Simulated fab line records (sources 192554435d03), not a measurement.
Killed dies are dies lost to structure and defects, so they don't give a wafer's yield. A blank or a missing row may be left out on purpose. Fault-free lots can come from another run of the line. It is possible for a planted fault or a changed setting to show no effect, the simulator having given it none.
Check of tool commonality -- flow n5Finfet -- 9 lots and 27 wafers in the sample

== WHY IT WAS OPENED ==
On 3 of the 9 lots, a flag is raised at N5_SD_EPI_N_EPI_MEAS_23 on the reading thkNm. Fault-free wafers read 59.0 nm, with a standard deviation of 1.3.
Rule: a lot is flagged when every wafer of it that has a number lies more than 4 standard deviations from that mean, or none has a number. The other lots count as sound.

lot,measured,on,"thkNm (nm), wafer by wafer",flag
L423,day 3 06:18,filmMetro-01,59.7 59.3 59.3,
L424,day 3 09:49,filmMetro-02,58.0 59.2 59.4,
L429,day 4 16:09,filmMetro-01,59.6 60.3 60.9,
L430,day 5 03:11,filmMetro-02,0.9 0.5 0.9,FLAGGED
L431,day 5 10:05,filmMetro-02,0.0 1.9 0.7,FLAGGED
L432,day 5 18:19,filmMetro-02,1.7 1.7 0.4,FLAGGED
L435,day 6 10:36,filmMetro-02,58.2 57.5 58.8,
L441,day 7 21:51,filmMetro-01,57.7 58.5 57.5,
L443,day 8 05:28,filmMetro-01,58.2 59.2 60.4,
The numbers of the flagged lots are 1.0 nm on average: -58.0 nm against the usual, or -45 standard deviations.

== WHICH TOOL RAN EACH LOT ==
The record holds 3 process steps before the reading, out of a route of 1938 steps. Read each cell as the tool, then ch plus the chambers that the sampled wafers visited, then the start.
lot,flag,N5_SD_EPI_N_DESCUM_14,N5_SD_EPI_N_ETCHBACK_44,N5_SD_EPI_N_ETCH_16
L423,,"rieDiel-05 ch 0,2,3, day 3 02:10","rieDiel-05 ch 0,2,3, day 3 02:35","rieDiel-05 ch 0,2,3, day 3 02:47"
L424,,"rieDiel-02 ch 0,2, day 3 06:25","rieDiel-02 ch 0,2, day 3 06:50","rieDiel-02 ch 0,2, day 3 07:02"
L429,,"rieDiel-04 ch 1,2, day 4 12:46","rieDiel-04 ch 1,2, day 4 13:11","rieDiel-04 ch 1,2, day 4 13:23"
L430,FLAGGED,"rieDiel-04 ch 0,3, day 4 23:47","rieDiel-04 ch 0,3, day 5 00:12","rieDiel-04 ch 0,3, day 5 00:24"
L431,FLAGGED,"rieDiel-02 ch 0,1,3, day 5 06:42","rieDiel-02 ch 0,1,3, day 5 07:07","rieDiel-02 ch 0,1,3, day 5 07:19"
L432,FLAGGED,"rieDiel-02 ch 0,2,3, day 5 14:11","rieDiel-02 ch 0,2,3, day 5 14:35","rieDiel-02 ch 0,2,3, day 5 14:47"
L435,,"rieDiel-04 ch 0,2,3, day 6 06:28","rieDiel-04 ch 0,2,3, day 6 06:53","rieDiel-04 ch 0,2,3, day 6 07:05"
L441,,"rieDiel-04 ch 0,1, day 7 17:43","rieDiel-04 ch 0,1, day 7 18:08","rieDiel-04 ch 0,1, day 7 18:20"
L443,,"rieDiel-02 ch 0,2,3, day 8 02:05","rieDiel-02 ch 0,2,3, day 8 02:32","rieDiel-02 ch 0,2,3, day 8 02:42"
What is done by these steps:
- N5_SD_EPI_N_DESCUM_14: chemistry O2, time 7.9 s.
- N5_SD_EPI_N_ETCHBACK_44: etches SiNx in CH3F/O2, stops on SiO2, target depth 14.5 nm.
- N5_SD_EPI_N_ETCH_16: etches SiO2 in CHF3/O2, target depth 5 nm.
- N5_SD_EPI_N_EPI_MEAS_23

== FLAGGED AGAINST TOTAL, ONE TOOL AT A TIME (gauges that did the reading follow at the end) ==
step,tool,lots run,flagged,share of the flagged lots,sound lots run after its first flagged lot
N5_SD_EPI_N_DESCUM_14,rieDiel-02,4,2,some,1 (L443)
N5_SD_EPI_N_DESCUM_14,rieDiel-04,4,1,some,"2 (L435,L441)"
N5_SD_EPI_N_DESCUM_14,rieDiel-05,1,0,none,-
N5_SD_EPI_N_ETCHBACK_44,rieDiel-02,4,2,some,1 (L443)
N5_SD_EPI_N_ETCHBACK_44,rieDiel-04,4,1,some,"2 (L435,L441)"
N5_SD_EPI_N_ETCHBACK_44,rieDiel-05,1,0,none,-
N5_SD_EPI_N_ETCH_16,rieDiel-02,4,2,some,1 (L443)
N5_SD_EPI_N_ETCH_16,rieDiel-04,4,1,some,"2 (L435,L441)"
N5_SD_EPI_N_ETCH_16,rieDiel-05,1,0,none,-
N5_SD_EPI_N_EPI_MEAS_23,filmMetro-01,4,0,none,-
N5_SD_EPI_N_EPI_MEAS_23,filmMetro-02,5,3,all,1 (L435)

== WHAT THE TABLE ALLOWS ==
1 row of the table ran every flagged lot: filmMetro-02 at N5_SD_EPI_N_EPI_MEAS_23.
- filmMetro-02 at N5_SD_EPI_N_EPI_MEAS_23: 3 of its 5 lots flagged. Sound lots followed the first flagged one (L435) on it, something a lasting fault affecting the whole tool could not allow.
Every row of the table either missed a flagged lot or ran a sound lot after the first.

== WHAT THE SIMULATOR PUT IN ==
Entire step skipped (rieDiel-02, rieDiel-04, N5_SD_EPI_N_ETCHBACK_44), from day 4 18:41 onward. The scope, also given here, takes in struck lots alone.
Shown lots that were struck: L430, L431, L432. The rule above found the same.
